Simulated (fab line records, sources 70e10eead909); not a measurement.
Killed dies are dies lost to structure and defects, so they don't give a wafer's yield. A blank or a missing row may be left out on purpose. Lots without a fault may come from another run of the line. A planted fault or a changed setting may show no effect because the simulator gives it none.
fab line records | flow nand_harc
record lots=13 wafers=39 last_day=34
route steps=1302 shown A_STAIRCASE@719
lots that met no fault: from a run of the same line without faults
start_h: hours from the record's first day to the start of the lot's first wafer shown | wait_h: hours since the lot's step before | " the same as in the row above | L1.1+2: a row that stands for several wafers | - no value, or no start given | * or withheld: withheld | < > ~ a bound
route shown NAME@n: a module of which the file shows steps, and the number in the route of the first | usual: mean/standard deviation of fault-free wafers | same: alike in all rows | chamber/n: place in a boat | sites: the reading at each site | _std_site: their standard deviation | _edge_site: outer sites' mean less inner sites' | radius_mm: how far each site lies from the wafer's centre | mask NAME#n: copy n | behind: the tool/chamber that last shaped the wafer | hold: why the lot was held/for how many hours/how that ended | device: the transistor (n, p or np) that didn't switch | end of line: the same wafers' tests at the end of the route | a step without rows: its recipe alone | killed: dies lost to structure and defects at the first sort, not the wafer's yield | map: a wafer's dies, x killed, . not, _ none there
set.NAME: the setting as run; set.NAME@STEP: as run at that earlier step | model.NAME: the simulator's own value behind a step, which no gauge read
steps of the route over a sample of lots; a table a step, a row a wafer
services: from which hour (start_h, from the record's first day; less than 0 if before it) a tool's chamber was out of use, for how many hours, and why
## steps
# step NHARC_A_STAIRCASE_STRIP_205
# recipe power_w=1500 temp_c=250 chemistry=O2
# usual drypump_motor_current_A=5.64/0.17 heater_power_w=349/31 rf_refl_power_W=27/9.1
# columns lot.wafer tool chamber start_h wait_h drypump_motor_current_A heater_power_w rf_hours_counter_h rf_refl_power_W
L772.4 plasma_asher-01 1 363.04 0.2 5.28 415 - 30
L772.6 " 0 " " 5.61 332 - 26
L772.5 " 1 " " 5.29 399 - 29
L771.1 plasma_asher-02 1 366.16 0.1 5.82 364 20 37
L771.2 " 0 " " 5.69 318 20 14
L771.4 " 1 " " 5.82 366 - 38
L773.3 plasma_asher-02 0 377.14 0.2 5.70 331 - -
L773.4 " 1 " " 5.78 364 - -
L773.5 " 1 " " 5.74 351 - -
L774.1 plasma_asher-01 0 397.64 0.1 5.61 335 10 26
L774.3 " 0 " " 5.57 335 - 25
L774.5 " 1 " " 5.30 395 - 29
L776.2 plasma_asher-01 1 409.04 0.1 5.32 397 12 28
L776.4 " 1 " " 5.28 400 - 29
L776.6 " 0 " " 5.59 327 - 26
L775.3 plasma_asher-02 0 409.57 0.3 5.72 308 - 14
L775.5 " 1 " " 5.83 372 - 38
L775.6 " 0 " " 5.70 320 - 14
L777.4 plasma_asher-01 1 436.29 0.7 5.28 400 - 29
L777.5 " 0 " " 5.59 333 - 27
L777.6 " 1 " " 5.30 402 - 29
L784.1 plasma_asher-02 1 490.76 0.1 5.77 356 17 -
L784.2 " 0 " " 5.69 321 17 -
L784.4 " 0 " " 5.71 318 - -
L786.1 plasma_asher-02 1 510.21 0.1 5.74 359 23 37
L786.2 " 0 " " 5.72 317 23 14
L786.4 " 1 " " 5.73 361 - 38
L791.3 plasma_asher-02 0 570.05 0.3 5.69 313 - 14
L791.6 " 1 " " 5.75 364 - 37
L791.5 " 0 " " 5.72 321 - 14
L792.1 plasma_asher-01 0 587.95 0.1 5.62 334 3 26
L792.2 " 1 " " 5.32 411 3 29
L792.6 " 0 " " 5.62 337 - 27
L793.1 plasma_asher-02 0 590.32 0.1 5.71 317 52 14
L793.2 " 1 " " 5.81 356 52 38
L793.6 " 1 " " 5.79 359 - 38
L794.3 plasma_asher-01 1 596.59 0.2 5.28 414 - 28
L794.4 " 0 " " 5.62 342 - 26
L794.5 " 1 " " 5.29 413 - 29
# step NHARC_A_STAIRCASE_TRIM_224
# recipe time_s=211.2 o2_flow_sccm=500 ar_flow_sccm=0 bias_w=0 chemistry=O2
# usual drypump_motor_current_A=5.7/0.42 oes_product_au=1.003/0.0096 rf_vpp_V=57.8/0.91 showerhead_plenum_p_Torr=3.48/0.16 throttle_valve_pct=17.037/0.009
# columns lot.wafer tool chamber start_h wait_h drypump_motor_current_A oes_product_au rf_hours_counter_h rf_vpp_V showerhead_plenum_p_Torr throttle_valve_pct
L772.4 rie_diel-10 3 - - 5.5 1.001 36 58.0 3.37 17.040
L772.5 " 2 " " 5.5 1.016 - 57.0 3.33 17.034
L772.6 " 3 " " 5.5 1.005 - 58.2 3.37 17.030
L771.2 rie_diel-10 1 - - 5.3 0.991 41 56.9 3.57 17.035
L771.1 " 2 " " 5.5 1.016 32 58.4 3.33 17.029
L771.4 " 0 " " 5.5 0.997 42 55.7 3.40 17.016
L773.4 rie_diel-10 2 - - 5.6 1.008 39 57.7 3.33 17.035
L773.3 " 3 " " 5.4 0.997 42 57.1 3.37 17.057
L773.5 " 1 " " 5.3 0.986 - 57.8 3.57 17.036
L774.3 rie_diel-10 2 - - 5.5 0.998 45 56.5 3.33 17.036
L774.1 " 3 " " 5.4 0.993 46 55.6 3.37 17.051
L774.5 " 3 " " 5.5 0.995 - 57.5 3.37 17.016
L776.2 rie_diel-07 2 - - 6.2 0.977 32 58.2 3.79 17.041
L776.4 " 0 " " 5.9 0.988 30 57.0 3.31 17.046
L776.6 " 2 " " 6.2 0.984 - 58.3 3.79 17.041
L775.3 rie_diel-08 0 - - 6.0 0.998 9 58.3 3.74 17.025
L775.5 " 2 " " 6.5 1.005 - 59.6 3.67 17.038
L775.6 " 3 " " 5.7 1.000 - 56.6 3.40 17.021
L777.4 rie_diel-07 1 - - 5.3 1.007 32 57.3 3.62 17.041
L777.6 " 0 " " 6.0 0.988 - 57.4 3.31 17.035
L777.5 " 1 " " 5.3 1.000 - 58.0 3.63 17.037
L784.2 rie_diel-10 2 - - 5.6 1.021 21 58.2 3.31 17.035
L784.4 " 3 " " 5.5 1.010 18 57.9 3.35 17.036
L784.1 " 0 " " 5.6 1.015 21 58.0 3.38 17.038
L786.2 rie_diel-08 1 - - 6.6 1.020 42 57.9 3.45 17.044
L786.4 " 2 " " 6.5 1.000 44 57.7 3.65 17.039
L786.1 " 0 " " 5.9 1.007 41 58.7 3.72 17.024
L791.3 rie_diel-10 1 - - 5.3 0.992 54 58.7 3.53 17.042
L791.5 " 3 " " 5.5 0.996 - 57.8 3.34 17.030
L791.6 " 0 " " 5.5 1.004 - 56.6 3.37 17.033
L792.1 rie_diel-08 1 - - 6.6 1.020 12 56.7 3.44 17.019
L792.2 " 2 " " 6.5 0.996 6 57.9 3.64 17.035
L792.6 " 0 " " 6.0 1.000 - 57.5 3.71 17.031
L793.2 rie_diel-07 3 - - 5.5 0.996 32 58.1 3.36 17.052
L793.1 " 1 " " 5.3 0.996 34 59.6 3.60 17.049
L793.6 " 3 " " 5.5 0.989 - 57.2 3.36 17.026
L794.3 rie_diel-08 2 - - 6.5 0.998 8 57.9 3.64 17.023
L794.4 " 0 " " 5.9 0.987 15 57.8 3.71 17.046
L794.5 " 1 " " 6.6 1.013 - 57.1 3.43 17.041
# step NHARC_A_STAIRCASE_TRIM_231
# recipe time_s=211.2 o2_flow_sccm=500 ar_flow_sccm=0 bias_w=0 chemistry=O2
# usual drypump_motor_current_A=5.9/0.46 oes_product_au=1.002/0.011 rf_vpp_V=57.8/0.85 showerhead_plenum_p_Torr=3.51/0.16 throttle_valve_pct=17.037/0.0087
# columns lot.wafer tool chamber start_h wait_h drypump_motor_current_A oes_product_au rf_hours_counter_h rf_vpp_V showerhead_plenum_p_Torr throttle_valve_pct
L772.4 rie_diel-10 3 - - 5.5 1.009 36 56.9 3.37 17.037
L772.6 " 0 " " 5.5 1.009 - 57.1 3.40 17.041
L772.5 " 1 " " 5.3 0.988 - 57.6 3.57 17.034
L771.2 rie_diel-10 3 - - 5.5 0.988 37 56.7 3.37 17.058
L771.1 " 0 " " 5.5 0.990 42 57.2 3.40 17.031
L771.4 " 2 " " 5.5 1.009 33 57.2 3.33 17.045
L773.4 rie_diel-08 0 - - 6.0 0.990 0 59.0 3.75 17.049
L773.3 " 1 " " 6.6 1.011 0 58.0 3.47 17.027
L773.5 " 0 " " 6.0 0.997 - 59.0 3.75 17.047
L774.1 rie_diel-10 1 - - 5.3 0.994 52 57.3 3.57 17.033
L774.3 " 2 " " 5.6 0.996 45 56.8 3.33 17.038
L774.5 " 2 " " 5.6 1.008 - 56.1 3.33 17.034
L776.4 rie_diel-08 3 - - 5.7 1.001 10 58.4 3.40 17.048
L776.2 " 1 " " 6.6 1.016 9 57.9 3.47 17.032
L776.6 " 3 " " 5.6 0.997 - 57.9 3.40 17.035
L775.3 rie_diel-08 2 - - 6.6 1.011 10 58.2 3.67 17.047
L775.5 " 1 " " 6.6 1.018 - 57.6 3.47 17.035
L775.6 " 2 " " 6.5 1.010 - 57.8 3.67 17.030
L777.4 rie_diel-08 0 - - 6.0 1.001 15 57.9 3.74 17.045
L777.6 " 0 " " 6.0 1.008 - 58.7 3.74 17.043
L777.5 " 1 " " 6.6 1.023 - 57.7 3.46 17.048
L784.4 rie_diel-08 0 - - 6.0 1.006 34 58.5 3.73 17.055
L784.1 " 1 " " 6.6 1.027 34 57.0 3.45 17.056
L784.2 " 2 " " 6.5 1.006 35 58.8 3.65 17.042
L786.4 rie_diel-07 1 - - 5.3 0.997 13 58.5 3.61 17.033
L786.2 " 2 " " 6.2 0.996 13 58.3 3.77 17.026
L786.1 " 3 " " 5.5 0.983 11 58.2 3.37 17.032
L791.3 rie_diel-10 1 - - 5.3 0.997 54 58.8 3.53 17.050
L791.5 " 0 " " 5.5 1.009 - 58.2 3.37 17.036
L791.6 " 1 " " 5.3 0.999 - 59.2 3.53 17.037
L792.2 rie_diel-07 1 - - 5.3 0.987 33 58.9 3.60 17.032
L792.1 " 2 " " 6.2 0.993 33 57.2 3.76 17.045
L792.6 " 2 " " 6.2 0.992 - 58.5 3.76 17.024
L793.2 rie_diel-08 3 - - 5.7 0.989 8 58.1 3.37 17.044
L793.1 " 0 " " 5.9 0.993 15 59.3 3.71 17.040
L793.6 " 2 " " 6.5 0.997 - 59.0 3.64 17.022
L794.3 rie_diel-08 0 - - 5.9 0.992 15 57.4 3.71 17.030
L794.4 " 1 " " 6.6 1.014 15 56.3 3.43 17.033
L794.5 " 3 " " 5.7 1.001 - 57.7 3.37 17.042
# step NHARC_A_STAIRCASE_ETCH_236
# recipe target_depth_a=1000 time_s=40.5 ion_energy_ev=400 c4f8_flow_sccm=20 o2_flow_sccm=10 ar_flow_sccm=withheld rf_w=600 bias_w=1000 chemistry=C4F8/O2
# usual oes_product_au=0.947/0.012 rf_vpp_V=895/5.6
# columns lot.wafer tool chamber start_h wait_h oes_product_au rf_hours_counter_h rf_vpp_V
L772.4 rie_diel-10 3 366.56 - 0.940 36 889
L772.5 " 3 " " 0.940 - 891
L772.6 " 0 " " 0.938 - 892
L771.4 rie_diel-10 3 370.60 - 0.933 39 890
L771.2 " 0 " " 0.967 44 892
L771.1 " 1 " " 0.943 42 897
L773.4 rie_diel-08 3 380.56 - 0.943 0 892
L773.3 " 1 " " 0.954 0 893
L773.5 " 3 " " 0.937 - 892
L774.1 rie_diel-10 0 401.89 - 0.950 52 892
L774.3 " 3 " " 0.925 46 890
L774.5 " 0 " " 0.949 - 892
L776.4 rie_diel-08 1 412.57 - 0.963 9 894
L776.2 " 3 " " 0.917 10 891
L776.6 " 2 " " 0.935 - 902
L775.3 rie_diel-08 0 413.34 - 0.933 10 902
L775.5 " 2 " " 0.964 - 901
L775.6 " 3 " " 0.943 - 889
L777.4 rie_diel-08 1 439.54 - 0.969 16 893
L777.6 " 0 " " 0.948 - 904
L777.5 " 1 " " 0.972 - 893
L784.1 rie_diel-08 3 494.26 - 0.948 35 890
L784.4 " 0 " " 1.154 34 901
L784.2 " 2 " " 0.961 35 901
L786.1 rie_diel-07 1 517.33 - 0.948 13 899
L786.2 " 3 " " 0.936 11 890
L786.4 " 0 " " 0.942 11 887
L791.3 rie_diel-10 2 573.43 - 0.958 52 888
L791.5 " 0 " " 0.955 - 889
L791.6 " 1 " " 0.956 - 896
L792.2 rie_diel-07 3 591.46 - 0.919 32 892
L792.1 " 0 " " 0.943 31 888
L792.6 " 2 " " 0.924 - 902
L793.2 rie_diel-08 1 593.89 - 0.960 14 891
L793.1 " 2 " " 0.949 8 900
L793.6 " 1 " " 0.962 - 893
L794.3 rie_diel-08 0 599.89 - 0.942 16 901
L794.4 " 2 " " 0.965 9 901
L794.5 " 0 " " 0.947 - 902
## services
# columns tool chamber start_h hours kind
rie_diel-10 2 339.80 16.6 repair
plasma_asher-01 - 342.46 9.0 pm
rie_diel-07 1 342.47 4.8 repair
rie_diel-08 0 348.92 - clean
rie_diel-08 1 348.92 - clean
rie_diel-08 2 348.92 - clean
rie_diel-08 3 348.92 - clean
rie_diel-07 1 355.11 4.6 repair
plasma_asher-02 - 355.43 8.5 repair
rie_diel-08 - 369.81 9.0 pm
rie_diel-10 1 394.34 6.8 repair
plasma_asher-02 - 407.81 1.6 repair
rie_diel-10 3 419.27 15.5 repair
rie_diel-10 - 420.36 9.0 pm
plasma_asher-02 - 426.17 9.0 pm
rie_diel-10 1 436.12 3.5 repair
plasma_asher-01 - 457.62 109.0 repair
rie_diel-07 - 473.60 9.0 pm
rie_diel-08 - 546.81 9.0 pm
plasma_asher-01 - 566.62 9.0 pm
rie_diel-08 1 569.81 4.9 repair
rie_diel-08 2 575.61 5.2 repair
rie_diel-08 3 575.88 4.1 repair
rie_diel-10 - 597.36 9.0 pm
## key
first_sign step=NHARC_A_STAIRCASE_ETCH_236 reading=oes_product_au direction=up sigmas=17 usual=0.947 struck=1.154
effect none on later readings
met_at NHARC_A_STAIRCASE_ETCH_236
struck_lots L784
struck_wafers L784.4
later_rows_left_out L784.4
sort_left_out L784.4
tester_left_out L784
not_acting_at NHARC_A_STAIRCASE_STRIP_205,NHARC_A_STAIRCASE_TRIM_224,NHARC_A_STAIRCASE_TRIM_231
onset_between 439.54 494.26
fault kind=process_parameter_drift tool=rie_diel-08 chamber=0 onset_h=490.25 steps=NHARC_A_STAIRCASE_ETCH_236 channel=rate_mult offset=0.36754 shape=step end_h=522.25
# tester_left_out: of these lots the tester's yield and bins aren't shown, on N5 and GAA mostly nor the transistor test; their killed dies are dies lost to structure and defects alone, not to doping, threshold or leakage, so they don't give the yield
# sort_left_out: the simulated sort isn't trusted on such a fault, so these wafers' sort isn't shown, and their yield isn't known
# later_rows_left_out: the simulator's readings of these wafers behind a module that went badly wrong aren't trusted and aren't shown, but for the sort
